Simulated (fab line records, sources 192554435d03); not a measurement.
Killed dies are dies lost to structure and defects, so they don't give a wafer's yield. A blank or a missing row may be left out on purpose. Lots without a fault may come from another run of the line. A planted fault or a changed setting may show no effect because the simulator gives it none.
Which tool did it? | flow n5_finfet | 10 lots, 30 wafers sampled, at 7 steps of a route of 1938

WHAT THE GAUGES READ, wafer by wafer
N5_BEOL_M5_INSPECT_58: inspects for defects (darkfield). Usual: raw_defect_count 63, standard deviation 18.
lot  | measured     | on                | raw_defect_count | flag
L285 | day 10 08:00 | defect_inspect-01 | 57 60 45         |
L286 | day 10 11:06 | defect_inspect-02 | 81 31 70         |
L287 | day 10 20:48 | defect_inspect-02 | 72 60 95         |
L289 | day 11 08:15 | defect_inspect-02 | 70 102 56        |
L288 | day 11 09:25 | defect_inspect-01 | 40 67 620        | OFF
L292 | day 12 08:31 | defect_inspect-02 | 77 78 594        | OFF
L295 | day 12 15:50 | defect_inspect-02 | 44 69 69         |
L298 | day 13 10:03 | defect_inspect-02 | 79 65 59         |
L300 | day 14 05:01 | defect_inspect-02 | 85 58 49         |
L303 | day 14 21:11 | defect_inspect-01 | 39 48 38         |

N5_BEOL_M6_INSPECT_13: inspects for defects (brightfield). Usual: raw_defect_count 391, standard deviation 85.
lot  | measured     | on                | raw_defect_count | flag
L285 | day 10 10:07 | defect_inspect-02 | 344 417 440      |
L286 | day 10 13:09 | defect_inspect-01 | 366 399 322      |
L287 | day 10 23:56 | defect_inspect-02 | 561 649 539      |
L289 | day 11 10:30 | defect_inspect-02 | 337 387 384      |
L288 | day 11 11:01 | defect_inspect-02 | 260 324 989      |
L292 | day 12 10:32 | defect_inspect-02 | 364 415 894      |
L295 | day 12 19:04 | defect_inspect-02 | 555 485 465      |
L298 | day 13 14:58 | defect_inspect-01 | 422 284 365      |
L300 | day 14 10:04 | defect_inspect-02 | 402 459 365      |
L303 | day 15 00:18 | defect_inspect-01 | 359 396 404      |

N5_BEOL_M6_INSPECT_30: inspects for defects (brightfield). Usual: raw_defect_count 406, standard deviation 94.
lot  | measured     | on                | raw_defect_count | flag
L285 | day 10 12:27 | defect_inspect-02 | 355 436 425      |
L286 | day 10 14:10 | defect_inspect-01 | 392 377 313      |
L287 | day 11 01:49 | defect_inspect-02 | 573 664 540      |
L289 | day 11 12:40 | defect_inspect-02 | 297 371 380      |
L288 | day 11 13:05 | defect_inspect-01 | 246 287 915      |
L292 | day 12 13:04 | defect_inspect-01 | 307 361 833      |
L295 | day 12 21:50 | defect_inspect-02 | 566 475 454      |
L298 | day 13 17:55 | defect_inspect-02 | 504 345 415      |
L300 | day 14 11:10 | defect_inspect-02 | 404 433 347      |
L303 | day 15 02:33 | defect_inspect-02 | 405 462 498      |

WHICH TOOL RAN EACH LOT (tool, then ch and the chambers of the sampled wafers, then the start)
lot  | N5_BEOL_M5_SPUTTER_48        | N5_BEOL_M5_CO_CAP_78             | N5_BEOL_M5_PRE_CLEAN_55         | N5_BEOL_M6_HM_DEP_02
L285 | pvd_sputter-03, day 10 00:39 | cvd_co-02 ch 0,1,2, day 10 07:47 | pecvd-01 ch 0,1,2, day 10 07:53 | pvd_sputter-01, day 10 09:34
L286 | pvd_sputter-02, day 10 05:38 | cvd_co-01 ch 1,2, day 10 10:53   | pecvd-01 ch 0,1,2, day 10 10:59 | pvd_sputter-03, day 10 12:43
L287 | pvd_sputter-02, day 10 15:14 | cvd_co-01 ch 0,2, day 10 20:36   | pecvd-04 ch 1,2, day 10 20:41   | pvd_sputter-02, day 10 23:22
L289 | pvd_sputter-03, day 11 02:44 | cvd_co-02 ch 1,2, day 11 08:02   | pecvd-04 ch 1,2, day 11 08:08   | pvd_sputter-01, day 11 09:57
L288 | pvd_sputter-02, day 11 03:59 | cvd_co-02 ch 0,1,2, day 11 09:13 | pecvd-04 ch 0,1,2, day 11 09:18 | pvd_sputter-02, day 11 10:35
L292 | pvd_sputter-01, day 12 03:02 | cvd_co-02 ch 0,1,2, day 12 08:18 | pecvd-04 ch 0,1, day 12 08:23   | pvd_sputter-02, day 12 09:58
L295 | pvd_sputter-03, day 12 10:24 | cvd_co-01 ch 1,2, day 12 15:38   | pecvd-01 ch 0,1,2, day 12 15:44 | pvd_sputter-02, day 12 18:31
L298 | pvd_sputter-02, day 13 04:35 | cvd_co-02 ch 0,1,2, day 13 09:50 | pecvd-01 ch 0,1,2, day 13 09:56 | pvd_sputter-02, day 13 14:25
L300 | pvd_sputter-02, day 13 23:35 | cvd_co-01 ch 0,1,2, day 14 04:49 | pecvd-02 ch 0,1, day 14 04:54   | pvd_sputter-02, day 14 09:38
L303 | pvd_sputter-03, day 14 15:46 | cvd_co-01 ch 0,1, day 14 20:58   | pecvd-02 ch 0,1,2, day 14 21:04 | pvd_sputter-02, day 14 23:45
- N5_BEOL_M5_SPUTTER_48: material Cu, target thk 15 nm, time 27.62 s.
- N5_BEOL_M5_CO_CAP_78: material Co, precursor CCTBA/H2, target thk 2 nm, time 102.1 s.
- N5_BEOL_M5_PRE_CLEAN_55: time 15 s.
- N5_BEOL_M6_HM_DEP_02: deposits TiN, target thk 20 nm.

WHAT THE TOOLS THEMSELVES READ (means of the sampled wafers that have a number; where no wafer has one, the mark that the record gives instead)
N5_BEOL_M5_SPUTTER_48. Usual: chamber_pressure_pa 0.06998 Pa, standard deviation 0.00013; throttle_valve_pct 30.1 %, standard deviation 1.1.
lot  | tool           | chamber_pressure_pa (Pa) | throttle_valve_pct (%) | flag
L285 | pvd_sputter-03 | 0.07001                  | 30.2                   |
L286 | pvd_sputter-02 | 0.07010                  | 29.7                   |
L287 | pvd_sputter-02 | 0.07024                  | 30.6                   |
L289 | pvd_sputter-03 | 0.06996                  | 29.8                   |
L288 | pvd_sputter-02 | 0.06984                  | 30.3                   |
L292 | pvd_sputter-01 | 0.06974                  | 31.2                   |
L295 | pvd_sputter-03 | 0.06995                  | 29.7                   |
L298 | pvd_sputter-02 | 0.06990                  | 29.8                   |
L300 | pvd_sputter-02 | 0.07002                  | 30.4                   |
L303 | pvd_sputter-03 | 0.06990                  | 30.5                   |

N5_BEOL_M5_CO_CAP_78. Usual: chamber_pressure_Torr 29.99 Torr, standard deviation 0.056; heater_power_w 237 W, standard deviation 26.
lot  | tool      | chamber_pressure_Torr (Torr) | heater_power_w (W) | flag
L285 | cvd_co-02 | 30.04                        | 243                |
L286 | cvd_co-01 | 29.95                        | 242                |
L287 | cvd_co-01 | 30.02                        | 205                |
L289 | cvd_co-02 | 30.02                        | 240                |
L288 | cvd_co-02 | 30.08                        | 243                |
L292 | cvd_co-02 | 29.95                        | 243                |
L295 | cvd_co-01 | 29.92                        | 261                |
L298 | cvd_co-02 | 29.99                        | 243                |
L300 | cvd_co-01 | 30.00                        | 231                |
L303 | cvd_co-01 | 29.96                        | 250                |

N5_BEOL_M5_PRE_CLEAN_55. Usual: rf_fwd_power_W 295.2 W, standard deviation 1.6.
lot  | tool     | rf_fwd_power_W (W) | flag
L285 | pecvd-01 | 295.8              |
L286 | pecvd-01 | 295.1              |
L287 | pecvd-04 | 294.2              |
L289 | pecvd-04 | 294.1              |
L288 | pecvd-04 | 293.8              |
L292 | pecvd-04 | 292.7              |
L295 | pecvd-01 | 295.8              |
L298 | pecvd-01 | 295.6              |
L300 | pecvd-02 | 293.4              |
L303 | pecvd-02 | 295.2              |

N5_BEOL_M6_HM_DEP_02. Usual: chamber_pressure_pa 0.5000 Pa, standard deviation 0.001; throttle_valve_pct 30.0 %, standard deviation 1.1.
lot  | tool           | chamber_pressure_pa (Pa) | throttle_valve_pct (%) | flag
L285 | pvd_sputter-01 | 0.5003                   | 30.4                   |
L286 | pvd_sputter-03 | 0.5002                   | 29.6                   |
L287 | pvd_sputter-02 | 0.5004                   | 29.8                   |
L289 | pvd_sputter-01 | 0.5003                   | 30.4                   |
L288 | pvd_sputter-02 | 0.5001                   | 30.1                   |
L292 | pvd_sputter-02 | 0.4994                   | 29.8                   |
L295 | pvd_sputter-02 | 0.4997                   | 29.4                   |
L298 | pvd_sputter-02 | 0.4988                   | 30.2                   |
L300 | pvd_sputter-02 | 0.4999                   | 29.7                   |
L303 | pvd_sputter-02 | 0.4997                   | 29.9                   |

THE ANSWER, worked out from the rows above alone
Rule: a lot is off if the mean of its wafers that have a number lies more than 3 standard deviations from the usual mean. A lot without any number at a reading at which 4 lots or more have one is off too. The other lots that the step has rows for count as sound. The gauges are gone through in route order, then the tools' own readings, and for those a lot's mean is taken as printed above. The first step at which some lot is off is used, and at that step the reading that is off furthest; a lot without a number counts as furthest.
Off: L288, L292, at N5_BEOL_M5_INSPECT_58 (raw_defect_count).
A tool fits if, at a process step before that reading, it ran every lot that is off, and no sound lot after the first of them. The gauges at N5_BEOL_M5_INSPECT_58 are tried like those tools. One fits: pecvd-04 at N5_BEOL_M5_PRE_CLEAN_55. Its last sound lot is L289 (day 11 08:08), its first lot that is off L288 (day 11 09:18): a fault that began between those two fits.

WHAT THE SIMULATOR HAD PUT IN
Chamber particle source: pecvd-04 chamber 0, from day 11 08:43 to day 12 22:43, at N5_BEOL_M5_PRE_CLEAN_55. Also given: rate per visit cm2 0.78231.
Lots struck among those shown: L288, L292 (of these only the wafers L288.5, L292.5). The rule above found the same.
